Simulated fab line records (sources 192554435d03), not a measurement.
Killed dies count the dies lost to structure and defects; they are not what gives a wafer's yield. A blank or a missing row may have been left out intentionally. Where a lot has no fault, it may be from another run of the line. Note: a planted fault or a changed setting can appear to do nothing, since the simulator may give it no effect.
fab line records	flow n5_finfet
[record] lots = 24	wafers = 72	last_day = 21
route steps=1938 shown BEOL_M7@1316 BEOL_M8@1350
lots untouched by any fault: they come from a run of this same line in which no faults occurred
start_h: start of the lot's first displayed wafer, in hours after the record's first day	wait_h: time in hours since the lot's previous step	" unchanged from the row above	L1.1+2: several wafers, shown together as one row	- either no value or no given start	* or withheld: withheld	< > ~ a bound
route shown NAME@n: a module of which the file shows steps, and the number in the route of the first	usual: the fault-free wafers' mean and standard deviation	same: alike in all rows	chamber/n: place in a boat	sites: each site's reading	_std_site: how widely they spread, as a standard deviation	_edge_site: the outer-site mean with the inner-site mean subtracted	radius_mm: for every site, how far away it sits from the centre of the wafer	mask NAME#n: copy n	behind: the most recent tool/chamber to have shaped the wafer	hold: why the lot was held/for how many hours/how that ended	device: the n, p or np transistor that did not switch	end of line: tests run on the same wafers once the route is complete	for a step that has no rows: nothing shown but its recipe	killed: at the first sort, the dies lost to defects and structure; wafer yield is something else	map: shows each die of a wafer: x if killed, . if not, _ if none is there
set.NAME: the setting as run; set.NAME@STEP: as run at that earlier step	model.NAME: the simulator's own value behind a step, which no gauge read
the route's steps for a sample of lots (tables are steps, rows are wafers)
services: when a tool's chamber went out of use (start_h, in hours from the record's first day, below 0 if earlier), for how many hours, and the reason
[[steps]]
[step N5_BEOL_M7_CD_MEAS_35]
[recipe] target_cd_nm = 40	polarity = opening
[usual] cd_nm = 40.0/0.77
lot.wafer	tool	chamber	start_h	wait_h	cd_nm
L074.1	cd_sem-02	-	271.23	0.0	41.3
L074.4	"	-	"	"	40.4
L074.6	"	-	"	"	40.5
L077.2	cd_sem-03	-	286.60	0.0	39.4
L077.3	"	-	"	"	40.8
L077.5	"	-	"	"	39.8
L075.2	cd_sem-02	-	297.08	0.0	41.1
L075.3	"	-	"	"	40.7
L075.4	"	-	"	"	39.9
L076.2	cd_sem-02	-	298.59	0.0	40.3
L076.4	"	-	"	"	40.2
L076.6	"	-	"	"	40.8
L080.2	cd_sem-03	-	304.09	0.0	39.0
L080.4	"	-	"	"	39.8
L080.5	"	-	"	"	39.1
L078.2	cd_sem-02	-	307.53	0.0	41.8
L078.4	"	-	"	"	40.8
L078.5	"	-	"	"	41.1
L082.3	cd_sem-01	-	312.90	0.0	39.7
L082.4	"	-	"	"	41.1
L082.6	"	-	"	"	41.3
L079.4	cd_sem-02	-	316.63	0.0	41.0
L079.5	"	-	"	"	38.8
L079.6	"	-	"	"	40.2
L086.2	cd_sem-02	-	325.68	0.0	39.8
L086.3	"	-	"	"	38.1
L086.4	"	-	"	"	40.1
L081.3	cd_sem-02	-	337.50	0.0	40.3
L081.5	"	-	"	"	40.6
L081.6	"	-	"	"	39.0
L084.1	cd_sem-02	-	339.72	0.0	39.2
L084.4	"	-	"	"	39.7
L084.5	"	-	"	"	39.6
L083.2	cd_sem-03	-	339.77	0.0	40.4
L083.3	"	-	"	"	40.0
L083.6	"	-	"	"	39.7
L085.2	cd_sem-02	-	354.15	0.0	40.6
L085.3	"	-	"	"	40.3
L085.4	"	-	"	"	39.6
L090.3	cd_sem-02	-	370.66	0.0	39.5
L090.4	"	-	"	"	38.9
L090.6	"	-	"	"	40.4
L089.1	cd_sem-02	-	381.68	0.0	39.8
L089.2	"	-	"	"	39.7
L089.4	"	-	"	"	39.3
L088.2	cd_sem-03	-	384.24	0.0	39.8
L088.5	"	-	"	"	40.7
L088.6	"	-	"	"	39.6
L087.1	cd_sem-03	-	384.69	0.0	38.8
L087.2	"	-	"	"	39.2
L087.6	"	-	"	"	40.1
L091.3	cd_sem-03	-	389.55	0.0	41.1
L091.4	"	-	"	"	40.8
L091.5	"	-	"	"	41.0
L092.2	cd_sem-03	-	389.95	0.0	39.7
L092.3	"	-	"	"	40.9
L092.5	"	-	"	"	39.9
L094.2	cd_sem-02	-	392.90	0.0	40.1
L094.3	"	-	"	"	38.8
L094.4	"	-	"	"	39.2
L096.1	cd_sem-02	-	395.65	0.0	40.6
L096.2	"	-	"	"	39.3
L096.5	"	-	"	"	39.6
L093.2	cd_sem-03	-	413.61	0.0	40.2
L093.3	"	-	"	"	39.2
L093.6	"	-	"	"	40.2
L095.1	cd_sem-03	-	414.04	0.0	40.3
L095.2	"	-	"	"	39.7
L095.6	"	-	"	"	39.9
L097.4	cd_sem-02	-	428.48	0.0	39.2
L097.5	"	-	"	"	39.4
L097.6	"	-	"	"	39.4
[step N5_BEOL_M7_CURE_75]
[recipe] temp_c = 370	time_s = 120	ambient = DMADMS/He	material = SiCOH_lowk
[usual] lamp_power_pct = 52.31/0.057	wafer_temp_C_max = 371.5/0.42
lot.wafer	tool	chamber	start_h	wait_h	lamp_power_pct	wafer_temp_C_max
L074.1	uv_cure-02	0	271.27	0.0	52.28	372.0
L074.4	"	0	"	"	52.32	372.2
L074.6	"	0	"	"	52.33	372.3
L077.2	uv_cure-01	0	286.69	0.1	52.21	371.6
L077.3	"	0	"	"	52.35	371.3
L077.5	"	0	"	"	52.25	371.5
L075.2	uv_cure-01	0	297.22	0.1	52.26	371.8
L075.3	"	0	"	"	52.32	371.4
L075.4	"	0	"	"	52.25	371.5
L076.2	uv_cure-01	0	298.93	0.3	52.28	371.0
L076.4	"	0	"	"	52.29	371.4
L076.6	"	0	"	"	52.37	371.9
L080.2	uv_cure-03	0	304.23	0.1	52.31	371.4
L080.4	"	0	"	"	52.32	371.1
L080.5	"	0	"	"	52.42	370.8
L078.2	uv_cure-03	0	307.62	0.1	52.33	371.0
L078.4	"	0	"	"	52.38	371.4
L078.5	"	0	"	"	52.34	370.8
L082.3	uv_cure-01	1	313.04	0.1	52.36	371.4
L082.4	"	1	"	"	52.35	371.5
L082.6	"	1	"	"	52.29	371.2
L079.4	uv_cure-01	0	316.97	0.3	52.34	371.6
L079.5	"	0	"	"	52.35	372.1
L079.6	"	0	"	"	52.35	371.4
L086.2	uv_cure-01	2	325.78	0.1	52.39	371.4
L086.3	"	2	"	"	52.30	371.1
L086.4	"	2	"	"	52.36	371.5
L081.3	uv_cure-03	0	337.64	0.1	52.34	370.9
L081.5	"	0	"	"	52.32	370.7
L081.6	"	0	"	"	52.38	371.3
L084.1	uv_cure-03	0	339.77	0.0	52.29	371.1
L084.4	"	0	"	"	52.30	371.1
L084.5	"	0	"	"	52.24	371.5
L083.2	uv_cure-03	0	340.12	0.3	52.25	370.7
L083.3	"	0	"	"	52.44	370.7
L083.6	"	0	"	"	52.20	370.7
L085.2	uv_cure-02	2	359.66	5.5	52.32	371.3
L085.3	"	2	"	"	52.29	371.7
L085.4	"	2	"	"	52.31	371.2
L090.3	uv_cure-02	1	370.79	0.1	52.39	371.6
L090.4	"	1	"	"	52.38	371.9
L090.6	"	1	"	"	52.25	371.4
L089.1	uv_cure-03	1	381.80	0.1	52.39	371.5
L089.2	"	1	"	"	52.27	371.1
L089.4	"	1	"	"	52.26	371.5
L088.2	uv_cure-02	1	384.63	0.4	52.45	371.7
L088.5	"	1	"	"	52.32	371.5
L088.6	"	1	"	"	52.25	371.5
L087.1	uv_cure-02	1	385.18	0.5	52.38	371.9
L087.2	"	1	"	"	52.46	371.7
L087.6	"	1	"	"	52.34	371.7
L091.3	uv_cure-03	2	390.07	0.5	52.27	371.3
L091.4	"	2	"	"	52.34	372.2
L091.5	"	2	"	"	52.30	371.5
L092.2	uv_cure-03	1	390.32	0.4	52.30	371.3
L092.3	"	1	"	"	52.34	371.7
L092.5	"	1	"	"	52.28	371.0
L094.2	uv_cure-02	1	393.05	0.1	52.35	371.9
L094.3	"	1	"	"	52.25	371.7
L094.4	"	1	"	"	52.35	371.3
L096.1	uv_cure-02	0	395.78	0.1	52.25	371.3
L096.2	"	0	"	"	52.39	372.0
L096.5	"	0	"	"	52.37	372.2
L093.2	uv_cure-03	2	413.93	0.3	52.26	372.0
L093.3	"	2	"	"	52.29	371.2
L093.6	"	2	"	"	52.30	371.0
L095.1	uv_cure-03	1	414.18	0.1	52.23	371.0
L095.2	"	1	"	"	52.20	371.5
L095.6	"	1	"	"	52.32	371.1
L097.4	uv_cure-02	0	428.66	0.2	52.34	372.4
L097.5	"	0	"	"	52.41	372.5
L097.6	"	0	"	"	52.30	371.6
[step N5_BEOL_M7_DEP_56]
[recipe] material = SiCN	target_thk_a = 100	temp_c = withheld	precursor = 3MS/NH3	pressure_torr = 3	rf_w = 202	time_s = 17.5
[usual] chamber_pressure_Torr = 3.002/0.0068	rf_fwd_power_W = 199.2/0.88	showerhead_plenum_p_Torr = 3.662/0.012	throttle_valve_pct = 9.0/0.5
lot.wafer	tool	chamber	start_h	wait_h	chamber_pressure_Torr	rf_fwd_power_W	showerhead_plenum_p_Torr	throttle_valve_pct
L074.1	pecvd-01	0	274.32	0.0	2.997	197.8	3.658	9.6
L074.4	"	2	"	"	3.009	198.3	3.674	8.4
L074.6	"	1	"	"	2.998	198.7	3.670	8.5
L077.2	pecvd-02	1	290.16	0.0	2.999	200.4	3.674	9.4
L077.3	"	2	"	"	3.008	199.7	3.651	8.4
L077.5	"	1	"	"	2.993	200.3	3.672	9.2
L075.2	pecvd-03	2	299.88	0.0	2.989	197.9	3.654	8.6
L075.3	"	1	"	"	3.011	199.6	3.647	9.2
L075.4	"	2	"	"	3.004	198.0	3.648	8.6
L076.2	pecvd-01	2	301.11	0.0	3.004	199.3	3.668	8.7
L076.4	"	2	"	"	2.994	199.9	3.667	8.5
L076.6	"	0	"	"	3.001	198.3	3.646	9.8
L080.2	pecvd-03	1	306.63	0.0	3.009	199.1	3.647	9.4
L080.4	"	0	"	"	3.006	198.9	3.685	9.8
L080.5	"	2	"	"	3.008	197.2	3.655	8.6
L078.2	pecvd-01	1	309.85	0.0	3.006	199.3	3.681	8.5
L078.4	"	2	"	"	3.016	198.5	3.662	8.5
L078.5	"	1	"	"	2.988	199.1	3.676	8.5
L082.3	pecvd-02	0	315.19	0.0	2.997	199.7	3.664	8.8
L082.4	"	1	"	"	2.996	199.8	3.674	9.1
L082.6	"	2	"	"	3.006	200.0	3.646	8.6
L079.4	pecvd-03	1	319.13	0.0	2.996	200.1	3.659	9.4
L079.5	"	2	"	"	2.998	198.1	3.653	8.7
L079.6	"	0	"	"	3.003	199.6	3.684	9.9
L086.2	pecvd-02	1	329.45	0.0	2.997	199.4	3.679	9.3
L086.3	"	0	"	"	3.004	200.6	3.665	8.8
L086.4	"	2	"	"	2.990	200.0	3.649	8.5
L081.3	pecvd-01	1	339.93	0.0	2.991	200.2	3.680	8.4
L081.5	"	1	"	"	2.995	199.6	3.674	8.4
L081.6	"	0	"	"	2.999	199.7	3.661	9.8
L084.1	pecvd-03	2	341.97	0.0	2.991	198.3	3.648	8.7
L084.4	"	0	"	"	3.007	198.1	3.678	9.7
L084.5	"	2	"	"	3.005	197.5	3.644	8.5
L083.2	pecvd-03	2	342.18	0.0	3.003	198.4	3.658	8.6
L083.3	"	0	"	"	2.996	197.9	3.680	9.6
L083.6	"	1	"	"	2.999	199.7	3.647	9.4
L085.2	pecvd-03	1	362.13	0.0	3.001	199.1	3.650	9.4
L085.3	"	0	"	"	2.996	199.1	3.687	9.7
L085.4	"	0	"	"	3.000	198.5	3.683	9.5
L090.3	pecvd-01	2	374.60	0.0	2.996	199.9	3.667	8.7
L090.4	"	2	"	"	3.011	199.9	3.667	8.7
L090.6	"	1	"	"	2.994	198.7	3.680	8.4
L089.1	pecvd-03	2	385.12	0.0	3.014	198.0	3.659	8.6
L089.2	"	1	"	"	2.999	199.5	3.650	9.2
L089.4	"	2	"	"	3.003	197.6	3.663	8.8
L088.2	pecvd-01	0	386.71	0.0	2.993	198.3	3.654	9.7
L088.5	"	2	"	"	3.004	199.3	3.664	8.7
L088.6	"	1	"	"	2.999	199.1	3.687	8.5
L087.1	pecvd-02	0	389.18	0.0	3.004	201.3	3.656	8.6
L087.2	"	2	"	"	3.003	200.7	3.650	8.6
L087.6	"	2	"	"	3.004	201.1	3.650	8.7
L091.3	pecvd-01	0	393.60	0.0	3.015	198.7	3.643	9.9
L091.4	"	0	"	"	3.009	200.0	3.650	9.7
L091.5	"	2	"	"	3.010	198.7	3.662	8.5
L092.2	pecvd-01	1	393.69	0.0	3.001	199.1	3.678	8.5
L092.3	"	2	"	"	2.996	197.8	3.665	8.7
L092.5	"	2	"	"	3.006	199.2	3.661	8.7
L094.2	pecvd-01	0	396.64	0.0	2.992	198.7	3.645	9.5
L094.3	"	1	"	"	3.011	199.0	3.673	8.7
L094.4	"	0	"	"	2.990	199.5	3.653	9.6
L096.1	pecvd-02	0	398.29	0.1	2.998	200.1	3.662	8.8
L096.2	"	0	"	"	3.007	200.9	3.657	8.6
L096.5	"	0	"	"	2.999	201.0	3.651	8.6
L093.2	pecvd-01	2	418.20	0.0	3.007	199.5	3.656	8.6
L093.3	"	0	"	"	3.009	199.2	3.653	9.5
L093.6	"	2	"	"	3.008	198.6	3.651	8.9
L095.1	pecvd-03	0	419.11	0.0	3.007	198.5	3.683	9.6
L095.2	"	2	"	"	3.005	199.1	3.649	8.8
L095.6	"	2	"	"	2.994	198.3	3.651	8.7
L097.4	pecvd-02	0	431.08	0.0	3.010	200.2	3.656	8.5
L097.5	"	0	"	"	3.013	200.4	3.675	8.6
L097.6	"	2	"	"	3.009	200.0	3.664	8.4
[step N5_BEOL_M8_ETCH_62]
[recipe] chemistry = N2/H2	target = SOC	target_depth_a = 1100	overetch_a = 220	mask_material = SiARC	temp_c = 40	time_s = 165	ion_energy_ev = 200	pressure_mtorr = 30	source_w = 840	bias_w = 150	n2_flow_sccm = 200	h2_flow_sccm = 200
[usual] drypump_motor_current_A = 5.71/0.18	oes_product_au = 0.66/0.055	rf_fwd_power_W = 837.9/2.9	rf_vpp_V = 523.0/2.3	showerhead_plenum_p_Torr = 2.51/0.081	throttle_valve_pct = 17.88/0.3
lot.wafer	tool	chamber	start_h	wait_h	drypump_motor_current_A	oes_product_au	rf_fwd_power_W	rf_hours_counter_h	rf_vpp_V	showerhead_plenum_p_Torr	throttle_valve_pct
L074.1	rie_diel-03	3	277.11	0.0	5.66	0.66	834.4	155	520.3	2.41	17.61
L074.4	"	1	"	"	5.77	0.65	832.2	148	521.0	2.43	17.99
L074.6	"	2	"	"	5.97	0.61	837.9	-	526.5	2.62	17.91
L077.2	rie_diel-01	1	293.24	0.0	5.56	0.67	836.4	107	526.4	2.66	17.95
L077.3	"	3	"	"	5.88	0.77	833.8	25	521.9	2.49	17.50
L077.5	"	0	"	"	5.75	0.67	841.9	-	520.3	2.45	17.82
L075.2	rie_diel-03	3	301.44	0.0	5.66	0.65	838.4	162	521.5	2.41	17.62
L075.3	"	2	"	"	5.99	0.60	837.4	215	527.1	2.62	17.92
L075.4	"	0	"	"	5.53	0.57	833.1	247	523.2	2.48	17.82
L076.2	rie_diel-01	3	304.33	0.0	5.89	0.75	836.4	28	521.9	2.49	17.48
L076.4	"	2	"	"	5.63	0.61	836.8	205	523.2	2.53	18.40
L076.6	"	2	"	"	5.64	0.61	840.5	-	522.5	2.53	18.41
L080.2	rie_diel-03	2	308.79	0.0	6.00	0.61	838.4	217	525.2	2.62	17.93
L080.4	"	3	"	"	5.64	0.65	834.2	165	519.8	2.41	17.63
L080.5	"	3	"	"	5.65	0.65	834.2	-	519.5	2.41	17.61
L078.2	rie_diel-01	3	313.71	0.0	5.82	0.75	843.1	32	521.9	2.49	17.51
L078.4	"	2	"	"	5.65	0.61	838.1	209	523.7	2.53	18.39
L078.5	"	2	"	"	5.64	0.61	844.0	-	523.5	2.53	18.42
L082.3	rie_diel-04	0	317.93	0.0	5.89	0.72	842.1	57	522.7	2.46	17.76
L082.4	"	1	"	"	5.92	0.74	837.6	44	521.6	2.49	17.73
L082.6	"	1	"	"	5.95	0.74	840.5	-	523.6	2.49	17.71
L079.4	rie_diel-01	2	321.34	0.0	5.64	0.61	843.7	211	523.8	2.53	18.41
L079.5	"	0	"	"	5.73	0.66	837.6	-	521.7	2.45	17.86
L079.6	"	3	"	"	5.86	0.76	833.5	-	522.6	2.49	17.51
L086.2	rie_diel-03	3	335.96	0.0	5.65	0.63	838.8	179	521.7	2.40	17.66
L086.3	"	1	"	"	5.79	0.64	837.5	174	522.5	2.42	18.04
L086.4	"	1	"	"	5.78	0.63	834.3	-	521.4	2.42	18.03
L081.3	rie_diel-01	2	344.46	0.0	5.64	0.61	838.6	220	525.6	2.52	18.42
L081.5	"	3	"	"	5.88	0.73	838.8	-	523.0	2.49	17.52
L081.6	"	2	"	"	5.64	0.61	835.0	-	523.9	2.52	18.43
L084.1	rie_diel-03	1	352.38	0.0	5.79	0.62	833.0	183	520.1	2.41	18.03
L084.4	"	0	"	"	5.52	0.79	839.2	5	522.5	2.47	17.34
L084.5	"	2	"	"	5.96	0.59	836.9	-	526.9	2.61	17.95
L083.2	rie_diel-01	1	354.40	0.0	5.58	0.65	837.8	130	528.4	2.65	18.00
L083.3	"	2	"	"	5.62	0.60	847.7	223	525.0	2.52	18.43
L083.6	"	3	"	"	5.86	0.73	835.9	-	522.7	2.48	17.52
L085.2	rie_diel-01	3	369.35	0.0	5.85	0.73	841.2	51	521.5	2.48	17.55
L085.3	"	1	"	"	5.58	0.66	835.5	134	526.9	2.65	18.01
L085.4	"	2	"	"	5.66	0.61	834.9	228	523.7	2.52	18.45
L090.3	rie_diel-01	0	378.17	0.0	5.72	0.64	835.7	158	522.7	2.44	17.87
L090.4	"	3	"	"	5.86	0.72	840.2	54	521.2	2.48	17.54
L090.6	"	3	"	"	5.86	0.72	832.3	-	521.8	2.48	17.55
L089.1	rie_diel-04	3	389.37	0.0	5.24	0.59	838.3	234	525.4	2.62	18.36
L089.2	"	1	"	"	5.92	0.71	836.3	67	521.8	2.48	17.76
L089.4	"	2	"	"	5.42	0.74	841.5	47	523.8	2.61	17.78
L088.2	rie_diel-04	2	389.63	0.0	5.40	0.75	836.4	47	527.2	2.61	17.80
L088.5	"	0	"	"	5.85	0.69	836.7	-	520.2	2.45	17.81
L088.6	"	3	"	"	5.25	0.59	840.7	-	526.0	2.62	18.36
L087.1	rie_diel-01	1	392.80	0.0	5.54	0.65	838.8	142	528.0	2.65	17.99
L087.2	"	0	"	"	5.76	0.65	833.1	163	521.2	2.44	17.89
L087.6	"	0	"	"	5.77	0.64	837.5	-	521.7	2.44	17.89
L091.3	rie_diel-01	2	396.18	0.0	5.65	0.60	833.4	237	523.5	2.52	18.46
L091.4	"	1	"	"	5.57	0.65	833.8	-	526.9	2.65	18.01
L091.5	"	2	"	"	5.64	0.60	835.2	-	522.1	2.52	18.47
L092.2	rie_diel-01	2	396.44	0.0	5.64	0.60	839.8	237	522.0	2.52	18.45
L092.3	"	3	"	"	5.88	0.72	840.7	60	520.7	2.48	17.55
L092.5	"	3	"	"	5.89	0.72	837.0	-	522.6	2.48	17.55
L094.2	rie_diel-03	1	401.01	0.0	5.78	0.62	835.6	200	520.3	2.41	18.06
L094.3	"	0	"	"	5.53	0.74	839.5	24	521.9	2.47	17.37
L094.4	"	3	"	"	5.70	0.62	836.0	-	520.6	2.39	17.70
L096.1	rie_diel-03	3	401.35	0.0	5.65	0.63	840.3	206	520.0	2.39	17.70
L096.2	"	0	"	"	5.51	0.75	837.8	24	522.0	2.47	17.37
L096.5	"	3	"	"	5.65	0.62	839.6	-	521.3	2.39	17.70
L093.2	rie_diel-04	2	423.84	0.0	5.42	0.73	841.7	59	524.2	2.60	17.81
L093.3	"	0	"	"	5.86	0.69	835.3	92	523.1	2.45	17.83
L093.6	"	2	"	"	5.43	0.72	839.9	-	524.6	2.60	17.80
L095.1	rie_diel-01	3	424.21	0.0	5.86	0.70	835.5	73	521.7	2.47	17.57
L095.2	"	2	"	"	5.64	0.59	837.2	249	523.4	2.51	18.47
L095.6	"	2	"	"	5.63	0.59	843.2	-	523.3	2.51	18.49
L097.4	rie_diel-04	1	434.09	0.0	5.85	0.70	841.6	84	522.4	2.47	17.78
L097.5	"	3	"	"	5.24	0.59	836.6	-	526.0	2.62	18.35
L097.6	"	0	"	"	5.85	0.68	837.8	-	520.9	2.45	17.84
[step N5_BEOL_M8_HM_OPEN_17]
[recipe] chemistry = Cl2/BCl3	target_depth_a = 200	overetch_a = 60	target = TiN	mask_material = SOC	ion_energy_ev = 150	pressure_mtorr = 10	icp_w = 1000	bias_w = 126	Cl2_flow_sccm = 53.25	bcl3_flow_sccm = 21.75	Ar_flow_sccm = 25
[usual] drypump_motor_current_A = 6.2/0.41	mfc_cl2_sccm = 53.26/0.16	oes_product_au = 0.73/0.051	rf_fwd_power_W = 993/3.9	throttle_valve_pct = 22.07/0.23
lot.wafer	tool	chamber	start_h	wait_h	drypump_motor_current_A	mfc_cl2_sccm	oes_product_au	rf_fwd_power_W	rf_hours_counter_h	throttle_valve_pct
L074.1	rie_metal-03	0	277.30	0.0	6.2	53.21	0.74	987	11	22.02
L074.4	"	1	"	"	5.6	53.22	0.60	994	-	21.64
L074.6	"	0	"	"	6.2	53.34	0.74	987	-	22.02
L077.2	rie_metal-02	1	293.43	0.0	5.7	53.30	0.75	991	20	21.96
L077.3	"	0	"	"	6.6	53.09	0.77	989	-	21.83
L077.5	"	0	"	"	6.5	53.27	0.76	991	-	21.84
L075.2	rie_metal-01	1	301.63	0.0	6.7	53.22	0.81	993	4	22.37
L075.3	"	1	"	"	6.7	53.35	0.81	992	-	22.38
L075.4	"	0	"	"	6.0	53.50	0.74	993	-	22.02
L076.2	rie_metal-01	0	304.52	0.0	6.0	53.14	0.74	999	15	22.03
L076.4	"	1	"	"	6.7	53.52	0.80	995	-	22.34
L076.6	"	0	"	"	6.0	53.24	0.75	999	-	22.01
L080.2	rie_metal-03	0	308.97	0.0	6.2	53.28	0.73	995	15	22.04
L080.4	"	1	"	"	5.6	53.35	0.59	994	-	21.64
L080.5	"	0	"	"	6.2	53.12	0.73	994	-	22.03
L078.2	rie_metal-02	0	313.90	0.0	6.6	53.29	0.76	989	11	21.84
L078.4	"	0	"	"	6.6	52.85	0.75	990	-	21.83
L078.5	"	0	"	"	6.6	53.00	0.75	991	-	21.83
L082.3	rie_metal-01	1	318.15	0.1	6.7	53.19	0.81	995	-	22.37
L082.4	"	0	"	"	6.0	53.35	0.75	994	-	22.02
L082.6	"	1	"	"	6.7	53.10	0.80	991	-	22.37
L079.4	rie_metal-01	1	321.56	0.1	6.7	53.24	0.81	993	-	22.36
L079.5	"	0	"	"	6.0	53.01	0.75	997	-	22.01
L079.6	"	1	"	"	6.7	53.46	0.81	992	-	22.36
L086.2	rie_metal-03	1	336.14	0.0	5.6	53.16	0.58	994	88	21.66
L086.3	"	1	"	"	5.6	53.13	0.59	991	-	21.66
L086.4	"	0	"	"	6.2	53.11	0.72	987	-	22.05
L081.3	rie_metal-01	1	344.73	0.1	6.7	53.23	0.78	987	-	22.38
L081.5	"	0	"	"	6.0	53.17	0.72	995	-	22.04
L081.6	"	1	"	"	6.7	53.20	0.78	990	-	22.39
L084.1	rie_metal-03	1	352.57	0.0	5.6	53.39	0.59	998	91	21.64
L084.4	"	1	"	"	5.6	53.23	0.60	999	-	21.65
L084.5	"	0	"	"	6.2	53.26	0.73	990	-	22.03
L083.2	rie_metal-01	0	354.59	0.0	6.0	53.03	0.73	993	20	22.04
L083.3	"	1	"	"	6.7	53.09	0.78	988	-	22.37
L083.6	"	1	"	"	6.7	53.25	0.79	990	-	22.37
L085.2	rie_metal-01	1	369.54	0.0	6.7	53.35	0.78	993	12	22.36
L085.3	"	1	"	"	6.7	53.40	0.77	993	-	22.38
L085.4	"	0	"	"	6.0	53.34	0.72	995	-	22.03
L090.3	rie_metal-01	0	378.38	0.1	6.0	53.35	0.72	1000	-	22.03
L090.4	"	1	"	"	6.7	53.25	0.76	996	-	22.38
L090.6	"	1	"	"	6.7	53.35	0.77	995	-	22.39
L089.1	rie_metal-02	0	389.55	0.0	6.6	52.79	0.73	986	17	21.86
L089.2	"	1	"	"	5.7	53.38	0.72	988	29	22.00
L089.4	"	1	"	"	5.7	53.41	0.72	996	-	21.98
L088.2	rie_metal-02	0	389.82	0.0	6.6	53.31	0.73	987	17	21.85
L088.5	"	0	"	"	6.6	53.35	0.73	989	-	21.87
L088.6	"	1	"	"	5.7	53.25	0.72	991	-	21.98
L087.1	rie_metal-01	0	392.98	0.0	6.0	53.34	0.71	997	23	22.07
L087.2	"	1	"	"	6.7	53.30	0.76	995	13	22.40
L087.6	"	1	"	"	6.7	53.23	0.75	1001	-	22.40
L091.3	rie_metal-01	1	396.40	0.1	6.7	53.59	0.75	991	-	22.39
L091.4	"	0	"	"	6.0	53.31	0.71	996	-	22.03
L091.5	"	1	"	"	6.7	53.47	0.76	991	-	22.39
L092.2	rie_metal-01	0	396.62	0.0	6.0	53.45	0.71	994	23	22.03
L092.3	"	1	"	"	6.7	53.27	0.77	992	-	22.38
L092.5	"	0	"	"	6.0	53.09	0.71	998	-	22.02
L094.2	rie_metal-01	1	401.20	0.0	6.7	53.21	0.75	989	14	22.37
L094.3	"	1	"	"	6.7	53.51	0.74	999	-	22.39
L094.4	"	0	"	"	6.0	53.11	0.72	995	-	22.03
L096.1	rie_metal-01	1	401.53	0.0	6.7	53.47	0.76	993	14	22.40
L096.2	"	0	"	"	6.0	53.19	0.70	1000	24	22.06
L096.5	"	0	"	"	6.0	53.32	0.72	1002	-	22.03
L093.2	rie_metal-01	0	424.03	0.0	6.0	53.43	0.71	998	26	22.05
L093.3	"	0	"	"	6.0	53.36	0.71	998	-	22.06
L093.6	"	1	"	"	6.7	53.56	0.75	995	-	22.40
L095.1	rie_metal-02	1	424.39	0.0	5.7	53.33	0.71	994	32	21.98
L095.2	"	0	"	"	6.6	53.35	0.72	992	20	21.84
L095.6	"	1	"	"	5.7	53.01	0.72	995	-	21.99
L097.4	rie_metal-03	0	434.32	0.1	6.2	52.91	0.69	988	-	22.07
L097.5	"	0	"	"	6.2	53.05	0.70	986	-	22.06
L097.6	"	1	"	"	5.6	53.23	0.80	994	-	21.59
[step N5_BEOL_M8_INSPECT_30]
[recipe] mode = adi	inspect_instrument = brightfield
[usual] raw_defect_count = 405/82
lot.wafer	tool	chamber	start_h	wait_h	raw_defect_count
L074.1	defect_inspect-01	-	278.97	0.1	350
L074.4	"	-	"	"	532
L074.6	"	-	"	"	352
L077.2	defect_inspect-01	-	294.06	0.0	432
L077.3	"	-	"	"	376
L077.5	"	-	"	"	438
L075.2	defect_inspect-01	-	303.40	0.0	316
L075.3	"	-	"	"	388
L075.4	"	-	"	"	449
L076.2	defect_inspect-01	-	307.06	0.0	535
L076.4	"	-	"	"	404
L076.6	"	-	"	"	424
L080.2	defect_inspect-02	-	312.41	0.0	438
L080.4	"	-	"	"	370
L080.5	"	-	"	"	439
L078.2	defect_inspect-01	-	316.10	0.0	299
L078.4	"	-	"	"	237
L078.5	"	-	"	"	334
L082.3	defect_inspect-02	-	321.47	0.0	368
L082.4	"	-	"	"	566
L082.6	"	-	"	"	467
L079.4	defect_inspect-02	-	325.03	0.0	396
L079.5	"	-	"	"	600
L079.6	"	-	"	"	475
L086.2	defect_inspect-01	-	336.95	0.0	342
L086.3	"	-	"	"	336
L086.4	"	-	"	"	426
L081.3	defect_inspect-02	-	345.93	0.0	447
L081.5	"	-	"	"	350
L081.6	"	-	"	"	339
L084.1	defect_inspect-02	-	353.28	0.1	432
L084.4	"	-	"	"	434
L084.5	"	-	"	"	382
L083.2	defect_inspect-02	-	355.44	0.0	526
L083.3	"	-	"	"	490
L083.6	"	-	"	"	432
L085.2	defect_inspect-02	-	372.92	0.0	385
L085.3	"	-	"	"	292
L085.4	"	-	"	"	342
L090.3	defect_inspect-01	-	380.30	0.0	323
L090.4	"	-	"	"	465
L090.6	"	-	"	"	534
L088.2	defect_inspect-02	-	391.73	0.0	404
L088.5	"	-	"	"	300
L088.6	"	-	"	"	367
L089.1	defect_inspect-02	-	391.82	0.1	326
L089.2	"	-	"	"	445
L089.4	"	-	"	"	410
L087.1	defect_inspect-01	-	394.73	0.1	327
L087.2	"	-	"	"	335
L087.6	"	-	"	"	446
L091.3	defect_inspect-02	-	399.96	0.1	403
L091.4	"	-	"	"	335
L091.5	"	-	"	"	425
L092.2	defect_inspect-01	-	400.27	0.0	287
L092.3	"	-	"	"	272
L092.5	"	-	"	"	394
L094.2	defect_inspect-01	-	403.02	0.0	392
L094.3	"	-	"	"	346
L094.4	"	-	"	"	319
L096.1	defect_inspect-02	-	403.42	0.1	316
L096.2	"	-	"	"	263
L096.5	"	-	"	"	332
L093.2	defect_inspect-01	-	424.69	0.0	323
L093.3	"	-	"	"	337
L093.6	"	-	"	"	411
L095.1	defect_inspect-02	-	425.04	0.1	523
L095.2	"	-	"	"	471
L095.6	"	-	"	"	436
L097.4	defect_inspect-01	-	435.08	0.0	314
L097.5	"	-	"	"	383
L097.6	"	-	"	"	360
[[services]]
tool	chamber	start_h	hours	kind
rie_diel-03	3	254.51	19.3	repair
pecvd-03	-	274.63	2.8	pm
rie_metal-02	-	279.95	11.8	repair
pecvd-03	-	281.93	0.7	repair
uv_cure-01	-	289.06	5.0	pm
rie_diel-03	3	289.92	5.3	repair
rie_diel-04	0	298.90	4.3	repair
rie_metal-02	0	324.89	7.6	repair
uv_cure-03	-	328.24	1.5	repair
uv_cure-01	-	331.90	0.9	repair
rie_diel-04	2	332.82	4.0	repair
pecvd-01	1	332.90	2.1	scheduled_down
uv_cure-03	-	347.32	28.1	pm
pecvd-03	1	352.44	2.7	repair
pecvd-02	2	391.50	18.6	repair
rie_diel-01	0	394.03	3.4	repair
rie_diel-04	3	403.00	26.1	repair
rie_diel-01	1	409.37	8.5	repair
rie_diel-03	1	417.77	8.0	repair
rie_diel-01	2	426.22	-	clean
rie_diel-01	2	426.22	-	consumable_replace:focus_ring
rie_diel-01	2	426.22	24.0	scheduled_down
rie_diel-01	2	426.22	24.0	vent_cycle
pecvd-03	-	434.29	2.4	repair
[[key]]
fault none
